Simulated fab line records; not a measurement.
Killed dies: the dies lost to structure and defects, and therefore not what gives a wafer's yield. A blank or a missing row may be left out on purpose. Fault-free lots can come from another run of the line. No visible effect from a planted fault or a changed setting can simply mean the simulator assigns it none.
What tool caused it? / flow n5-finfet / 10 lots, 30 wafers sampled, at 2 steps of a route of 1938

WHAT EACH GAUGE READ, for each wafer
N5_BEOL_M4_RC_MEAS_101.
lot=L728; measured=day 8 15:49; on=prober-02; DIBL_N (mV/V)=38.6 36.6 37.1
lot=L729; measured=day 10 11:47; on=prober-02; DIBL_N (mV/V)=36.0 37.7 38.3
lot=L730; measured=day 11 02:35; on=prober-02; DIBL_N (mV/V)=35.9 38.2 34.9
lot=L731; measured=day 10 19:10; on=prober-02; DIBL_N (mV/V)=34.9 35.4 36.6
lot=L732; measured=day 11 01:40; on=prober-02; DIBL_N (mV/V)=36.6 37.0 36.9
lot=L733; measured=day 11 11:25; on=prober-02; DIBL_N (mV/V)=36.1 36.5 35.3
lot=L750; measured=day 15 21:52; on=prober-02; DIBL_N (mV/V)=36.5 34.9 34.3
lot=L749; measured=day 16 01:32; on=prober-02; DIBL_N (mV/V)=37.5 37.1 35.6
lot=L748; measured=day 16 04:32; on=prober-01; DIBL_N (mV/V)=38.0 37.1 36.0
lot=L751; measured=day 16 07:52; on=prober-02; DIBL_N (mV/V)=38.1 37.7 39.2

WHICH TOOL RAN EACH LOT (tool, then ch and the chambers of the sampled wafers, then the start)
lot=L728; N5_BEOL_M3_EXPOSE_08=euv-scanner-02 ch 0, day 7 00:23
lot=L729; N5_BEOL_M3_EXPOSE_08=euv-scanner-02 ch 0, day 7 22:47
lot=L730; N5_BEOL_M3_EXPOSE_08=euv-scanner-02 ch 0, day 9 19:04
lot=L731; N5_BEOL_M3_EXPOSE_08=euv-scanner-02 ch 0, day 9 19:30
lot=L732; N5_BEOL_M3_EXPOSE_08=euv-scanner-02 ch 0, day 9 19:43
lot=L733; N5_BEOL_M3_EXPOSE_08=euv-scanner-02 ch 0, day 10 06:07
lot=L750; N5_BEOL_M3_EXPOSE_08=euv-scanner-02 ch 0, day 14 15:43
lot=L749; N5_BEOL_M3_EXPOSE_08=euv-scanner-02 ch 0, day 14 15:50
lot=L748; N5_BEOL_M3_EXPOSE_08=euv-scanner-01 ch 0, day 14 19:07
lot=L751; N5_BEOL_M3_EXPOSE_08=euv-scanner-02 ch 0, day 14 20:10
- N5_BEOL_M3_EXPOSE_08: exposes mask M3.

THE ANSWER, worked out from the rows above alone
Rule: the lots themselves supply what counts as usual. Put in order of their means at a reading, lots are off if they are a third of the lots or fewer, leave a main group of 4 or more, and stand apart from it by a gap of 3 or more times the standard deviation of the main group's means; of several such gaps the widest counts. A main group whose means are all the same, to the digits that the tables above print for the reading, isn't used. Also off: a lot with no number at a reading for which 4 or more lots have one. The other lots that the step has rows for count as sound.
None of the lots is off at any reading shown; this tells nothing.

WHAT THE SIMULATOR HAD PUT IN
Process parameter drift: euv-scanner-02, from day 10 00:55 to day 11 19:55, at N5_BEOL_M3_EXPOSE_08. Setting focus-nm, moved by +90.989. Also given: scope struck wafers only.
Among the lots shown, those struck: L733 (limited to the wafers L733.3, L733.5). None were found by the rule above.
